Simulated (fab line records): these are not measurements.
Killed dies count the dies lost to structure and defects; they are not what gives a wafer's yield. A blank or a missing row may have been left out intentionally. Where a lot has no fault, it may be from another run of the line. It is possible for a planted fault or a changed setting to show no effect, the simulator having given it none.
fab line records ; flow n5-finfet ; part 2 of 2: steps 15 to 27 of 27
[record] lots = 5; wafers = 15; last-day = 17
route steps=1938 shown BEOL_M3@969
lots untouched by any fault: they come from a run of this same line in which no faults occurred
start-h: the number of hours between the record's first day and the start of the first shown wafer of the lot ; wait-h: how many hours have passed since the lot's step before this one ; " the same as in the row above ; L1.1+2: a row that stands for several wafers ; - no value, or no start given ; * or withheld: withheld ; < > ~ a bound
route shown NAME@n: NAME is a module with steps in the file, n the number in the route of the first one ; usual: the fault-free wafers' mean and standard deviation ; same: alike in all rows ; chamber/n: place in a boat ; sites: each site's reading ; _std_site: standard deviation across them ; _edge_site: outer sites' mean less inner sites' ; radius-mm: how far each site lies from the wafer's centre ; mask NAME#n: copy n ; behind: the most recent tool/chamber to have shaped the wafer ; hold: what put the lot on hold/how long, in hours/how the hold closed ; device: the transistor (n, p or np) that didn't switch ; end of line: the route-end tests of the same wafers ; a step given without rows: its recipe and nothing more ; killed: dies lost to structure and defects at the first sort, not the wafer's yield ; map: a wafer's dies, marking killed ones x, the rest . and places with no die _
set.NAME: setting as actually run; set.NAME@STEP: the setting as run at that earlier step ; model.NAME: the simulator's own value behind a step, which no gauge read
lots at some steps of the route; a table a step, a row a wafer
services: a tool's chamber out of use, with start hour (start-h, from the record's first day; less than 0 if before it), hours out, and reason
[[steps]]
[step N5_BEOL_M3_OCD_MEAS_38]
[usual] trench-depth-nm = 55.6/0.76
lot.wafer;tool;chamber;start-h;wait-h;trench-depth-nm
L077.1;ocd-02;-;184.67;-;56.3
L077.3;ocd-02;-;184.67;-;56.1
L077.5;ocd-02;-;184.67;-;55.4
L079.3;ocd-02;-;204.50;-;56.0
L079.5;ocd-02;-;204.50;-;55.1
L079.6;ocd-02;-;204.50;-;55.9
L084.1;ocd-01;-;235.92;-;54.6
L084.3;ocd-01;-;235.92;-;54.5
L084.5;ocd-01;-;235.92;-;54.4
L086.2;ocd-02;-;240.88;-;54.2
L086.5;ocd-02;-;240.88;-;57.0
L086.6;ocd-02;-;240.88;-;54.4
L094.1;ocd-01;-;292.02;-;54.1
L094.3;ocd-01;-;292.02;-;56.3
L094.4;ocd-01;-;292.02;-;56.5
[step N5_BEOL_M3_HM_STRIP_39]
[recipe] chemistry = peroxide-tin-strip; material = TiN; target-depth-a = 250; temp-c = 50; time-s = 158
lot.wafer;tool;chamber;start-h;wait-h
L077.1+3+5;wet-bench-01;0,3,1;184.70;0.0
L079.3+5+6;wet-bench-02;3,5,2;204.52;0.0
L084.1+3+5;wet-bench-02;4,0,3;235.96;0.0
L086.2+5+6;wet-bench-01;7,0,3;240.91;0.0
L094.1+3+4;wet-bench-04;3,0,2;292.06;0.0
[step N5_BEOL_M3_SRD_40]
[recipe] time-s = 30; temp-c = 23; rinse-liquid = diw; dry = ipa-marangoni
lot.wafer;tool;chamber;start-h;wait-h
L077.1+3+5;wet-bench-01;0,3,1;184.75;0.0
L079.3+5+6;wet-bench-02;3,5,2;204.58;0.0
L084.1+3+5;wet-bench-02;4,0,3;236.00;0.0
L086.2+5+6;wet-bench-01;7,0,3;240.96;0.0
L094.1+3+4;wet-bench-04;3,0,2;292.10;0.0
[step N5_BEOL_M3_PRECLEAN_42]
[recipe] chemistry = residue-remover; time-s = 60; temp-c = 40
lot.wafer;tool;chamber;start-h;wait-h
L077.1+3+5;wet-bench-01;0,3,1;184.76;0.0
L079.3+5+6;wet-bench-02;3,5,2;204.59;0.0
L084.1+3+5;wet-bench-02;4,0,3;236.02;0.0
L086.2+5+6;wet-bench-01;7,0,3;240.98;0.0
L094.1+3+4;wet-bench-04;3,0,2;292.12;0.0
[step N5_BEOL_M3_SRD_43]
[recipe] time-s = 30; temp-c = 23; rinse-liquid = diw; dry = ipa-marangoni
lot.wafer;tool;chamber;start-h;wait-h
L077.1+3+5;wet-bench-01;0,3,1;184.78;0.0
L079.3+5+6;wet-bench-02;3,5,2;204.61;0.0
L084.1+3+5;wet-bench-02;4,0,3;236.04;0.0
L086.2+5+6;wet-bench-01;7,0,3;241.00;0.0
L094.1+3+4;wet-bench-04;3,0,2;292.14;0.0
[step N5_BEOL_M3_CD_MEAS_35]
[recipe] target-cd-nm = 18; target-cd-y-nm = 21; polarity = opening
[usual] cd-nm = 18.2/0.3
lot.wafer;tool;chamber;start-h;wait-h;cd-nm
L077.1;cd-sem-02;-;184.82;0.0;18.4
L077.3;cd-sem-02;-;184.82;0.0;18.2
L077.5;cd-sem-02;-;184.82;0.0;18.4
L079.3;cd-sem-03;-;204.66;0.0;18.0
L079.5;cd-sem-03;-;204.66;0.0;17.9
L079.6;cd-sem-03;-;204.66;0.0;18.0
L084.1;cd-sem-03;-;236.08;0.0;18.5
L084.3;cd-sem-03;-;236.08;0.0;18.3
L084.5;cd-sem-03;-;236.08;0.0;18.4
L086.2;cd-sem-01;-;241.04;0.0;17.9
L086.5;cd-sem-01;-;241.04;0.0;18.2
L086.6;cd-sem-01;-;241.04;0.0;18.1
L094.1;cd-sem-02;-;292.18;0.0;17.8
L094.3;cd-sem-02;-;292.18;0.0;17.6
L094.4;cd-sem-02;-;292.18;0.0;17.9
[step N5_BEOL_M3_DEGAS_44]
[recipe] ambient = vacuum; temp-c = 250; time-s = 60
[usual] heater-power-w = 325/18
lot.wafer;tool;chamber;start-h;wait-h;heater-power-w
L077.1;pvd-sputter-03;-;185.23;0.4;334
L077.3;pvd-sputter-03;-;185.23;0.4;348
L077.5;pvd-sputter-03;-;185.23;0.4;344
L079.3;pvd-sputter-02;-;205.31;0.7;355
L079.5;pvd-sputter-02;-;205.31;0.7;348
L079.6;pvd-sputter-02;-;205.31;0.7;325
L084.1;pvd-sputter-03;-;236.55;0.5;334
L084.3;pvd-sputter-03;-;236.55;0.5;323
L084.5;pvd-sputter-03;-;236.55;0.5;330
L086.2;pvd-sputter-01;-;241.54;0.5;282
L086.5;pvd-sputter-01;-;241.54;0.5;337
L086.6;pvd-sputter-01;-;241.54;0.5;342
L094.1;pvd-sputter-03;-;292.96;0.8;324
L094.3;pvd-sputter-03;-;292.96;0.8;324
L094.4;pvd-sputter-03;-;292.96;0.8;338
[step N5_BEOL_M3_PRE_CLEAN_45]
[recipe] gas = H2/He; time-s = 30; temp-c = 250
[usual] heater-power-w = 325/18
lot.wafer;tool;chamber;start-h;wait-h;heater-power-w
L077.1;pvd-sputter-03;-;185.27;0.0;339
L077.3;pvd-sputter-03;-;185.27;0.0;338
L077.5;pvd-sputter-03;-;185.27;0.0;327
L079.3;pvd-sputter-02;-;205.35;0.0;354
L079.5;pvd-sputter-02;-;205.35;0.0;344
L079.6;pvd-sputter-02;-;205.35;0.0;314
L084.1;pvd-sputter-03;-;236.59;0.0;342
L084.3;pvd-sputter-03;-;236.59;0.0;338
L084.5;pvd-sputter-03;-;236.59;0.0;336
L086.2;pvd-sputter-01;-;241.58;0.0;276
L086.5;pvd-sputter-01;-;241.58;0.0;330
L086.6;pvd-sputter-01;-;241.58;0.0;343
L094.1;pvd-sputter-03;-;293.00;0.0;321
L094.3;pvd-sputter-03;-;293.00;0.0;328
L094.4;pvd-sputter-03;-;293.00;0.0;336
[step N5_BEOL_M3_ALD_84]
[recipe] material = TaN; target-thk-a = *; temp-c = 275; ald-precursor-family = PDMAT; ald-co-reactant = NH3; pressure-torr = 3; carrier-flow-sccm = 1500; pulse-time-s = 2; purge-time-s = 3; co-reactant-purge-time-s = 2; co-reactant-pulse-time-s = 3; ald-cycles = 30; precursor-vessel-temp-c = 75; precursor-vessel-pressure-torr = 26.25; precursor-vessel-carrier-sccm = 1000
[usual] chamber-pressure-Torr = 2.999/0.0064; heater-power-w = 450/74
lot.wafer;tool;chamber;start-h;wait-h;chamber-pressure-Torr;heater-power-w
L077.1;ald-metal-02;1;185.33;0.0;2.991;399
L077.3;ald-metal-02;0;185.33;0.0;2.992;389
L077.5;ald-metal-02;0;185.33;0.0;2.999;385
L079.3;ald-metal-02;1;205.45;0.1;2.999;413
L079.5;ald-metal-02;2;205.45;0.1;2.996;633
L079.6;ald-metal-02;1;205.45;0.1;2.999;394
L084.1;ald-metal-04;0;236.67;0.1;3.008;444
L084.3;ald-metal-04;2;236.67;0.1;3.009;382
L084.5;ald-metal-04;0;236.67;0.1;2.998;436
L086.2;ald-metal-03;0;241.67;0.1;2.996;442
L086.5;ald-metal-03;0;241.67;0.1;3.000;456
L086.6;ald-metal-03;3;241.67;0.1;3.005;393
L094.1;ald-metal-03;1;293.07;0.0;2.998;513
L094.3;ald-metal-03;0;293.07;0.0;3.010;453
L094.4;ald-metal-03;2;293.07;0.0;2.999;490
[step N5_BEOL_M3_SURFACE_TREAT_85]
[recipe] gas = Ar; time-s = *; ion-energy-ev = *; ion-current-ma-cm2 = 0.5; pressure-mtorr = *; ar-flow-sccm = 30
[usual] throttle-valve-pct = *
lot.wafer;tool;chamber;start-h;wait-h;throttle-valve-pct
L077.1;pvd-sputter-02;-;185.71;0.3;*
L077.3;pvd-sputter-02;-;185.71;0.3;*
L077.5;pvd-sputter-02;-;185.71;0.3;*
L079.3;pvd-sputter-02;-;205.97;0.4;*
L079.5;pvd-sputter-02;-;205.97;0.4;*
L079.6;pvd-sputter-02;-;205.97;0.4;*
L084.1;pvd-sputter-01;-;236.95;0.2;*
L084.3;pvd-sputter-01;-;236.95;0.2;*
L084.5;pvd-sputter-01;-;236.95;0.2;*
L086.2;pvd-sputter-01;-;241.96;0.2;*
L086.5;pvd-sputter-01;-;241.96;0.2;*
L086.6;pvd-sputter-01;-;241.96;0.2;*
L094.1;pvd-sputter-03;-;293.38;0.2;*
L094.3;pvd-sputter-03;-;293.38;0.2;*
L094.4;pvd-sputter-03;-;293.38;0.2;*
[step N5_BEOL_M3_CVD_47]
[recipe] material = Co; target-thk-a = 30; temp-c = withheld; precursor = CCTBA/H2; pressure-torr = 30; time-s = 223.8
[usual] chamber-pressure-Torr = 29.98/0.072
lot.wafer;tool;chamber;start-h;wait-h;chamber-pressure-Torr
L077.1;cvd-co-02;0;185.78;0.1;29.92
L077.3;cvd-co-02;1;185.78;0.1;29.91
L077.5;cvd-co-02;2;185.78;0.1;30.09
L079.3;cvd-co-01;2;206.05;0.1;29.92
L079.5;cvd-co-01;0;206.05;0.1;30.00
L079.6;cvd-co-01;2;206.05;0.1;29.94
L084.1;cvd-co-01;2;237.06;0.1;29.95
L084.3;cvd-co-01;1;237.06;0.1;29.94
L084.5;cvd-co-01;1;237.06;0.1;29.94
L086.2;cvd-co-02;1;242.25;0.3;29.95
L086.5;cvd-co-02;1;242.25;0.3;30.01
L086.6;cvd-co-02;0;242.25;0.3;29.91
L094.1;cvd-co-01;2;293.45;0.0;29.98
L094.3;cvd-co-01;0;293.45;0.0;30.01
L094.4;cvd-co-01;0;293.45;0.0;30.02
[step N5_BEOL_M3_SPUTTER_48]
[recipe] material = Cu; target-thk-a = 45; temp-c = -20; chamber-pressure-pa = 0.07; power-w = withheld; time-s = 8.29
[usual] throttle-valve-pct = 30.2/0.87
lot.wafer;tool;chamber;start-h;wait-h;throttle-valve-pct
L077.1;pvd-sputter-03;-;186.15;0.3;32.3
L077.3;pvd-sputter-03;-;186.15;0.3;29.2
L077.5;pvd-sputter-03;-;186.15;0.3;32.6
L079.3;pvd-sputter-02;-;206.37;0.3;30.0
L079.5;pvd-sputter-02;-;206.37;0.3;30.1
L079.6;pvd-sputter-02;-;206.37;0.3;29.7
L084.1;pvd-sputter-01;-;237.22;0.1;30.5
L084.3;pvd-sputter-01;-;237.22;0.1;30.5
L084.5;pvd-sputter-01;-;237.22;0.1;30.5
L086.2;pvd-sputter-01;-;242.58;0.3;31.0
L086.5;pvd-sputter-01;-;242.58;0.3;30.7
L086.6;pvd-sputter-01;-;242.58;0.3;30.1
L094.1;pvd-sputter-03;-;293.68;0.2;32.6
L094.3;pvd-sputter-03;-;293.68;0.2;31.6
L094.4;pvd-sputter-03;-;293.68;0.2;29.6
[step N5_BEOL_M3_ANNEAL_49]
[recipe] temp-c = 400; time-s = 240; ambient = vacuum
[usual] heater-power-w = 809/42
lot.wafer;tool;chamber;start-h;wait-h;heater-power-w
L077.1;pvd-sputter-03;-;186.23;0.0;799
L077.3;pvd-sputter-03;-;186.23;0.0;793
L077.5;pvd-sputter-03;-;186.23;0.0;813
L079.3;pvd-sputter-02;-;206.45;0.0;837
L079.5;pvd-sputter-02;-;206.45;0.0;818
L079.6;pvd-sputter-02;-;206.45;0.0;864
L084.1;pvd-sputter-01;-;237.30;0.0;764
L084.3;pvd-sputter-01;-;237.30;0.0;834
L084.5;pvd-sputter-01;-;237.30;0.0;768
L086.2;pvd-sputter-01;-;242.66;0.0;825
L086.5;pvd-sputter-01;-;242.66;0.0;785
L086.6;pvd-sputter-01;-;242.66;0.0;690
L094.1;pvd-sputter-03;-;293.76;0.0;791
L094.3;pvd-sputter-03;-;293.76;0.0;839
L094.4;pvd-sputter-03;-;293.76;0.0;824
[[services]]
tool;chamber;start-h;hours;kind
ald-sin-03;2;156.64;36.8;repair
ald-metal-04;0;171.20;1.6;repair
ald-sin-01;-;177.36;14.0;pm
rie-diel-06;1;183.64;4.6;repair
cvd-co-01;-;185.05;2.3;repair
pvd-sputter-02;-;186.11;7.3;repair
ald-metal-02;0;189.12;17.4;repair
ald-sin-01;-;191.36;6.1;pm
rie-diel-01;0;196.72;1.8;repair
rie-diel-01;1;196.83;5.2;repair
ald-sin-04;2;205.60;7.8;repair
ald-sin-03;2;213.12;2.6;repair
rie-diel-06;-;213.84;2.8;pm
ald-sin-01;0;221.18;1.7;repair
rie-diel-04;-;228.29;14.6;pm
rie-diel-01;2;247.70;9.1;repair
rie-diel-04;2;255.92;2.1;repair
ald-sin-01;-;257.88;6.0;pm
rie-diel-01;3;261.33;9.2;repair
ald-sin-03;-;265.92;1.6;repair
ald-sin-03;-;268.48;14.0;pm
ald-sin-01;1;278.55;13.9;repair
pvd-sputter-01;-;283.92;0.7;repair
ald-sin-04;-;291.24;0.6;repair
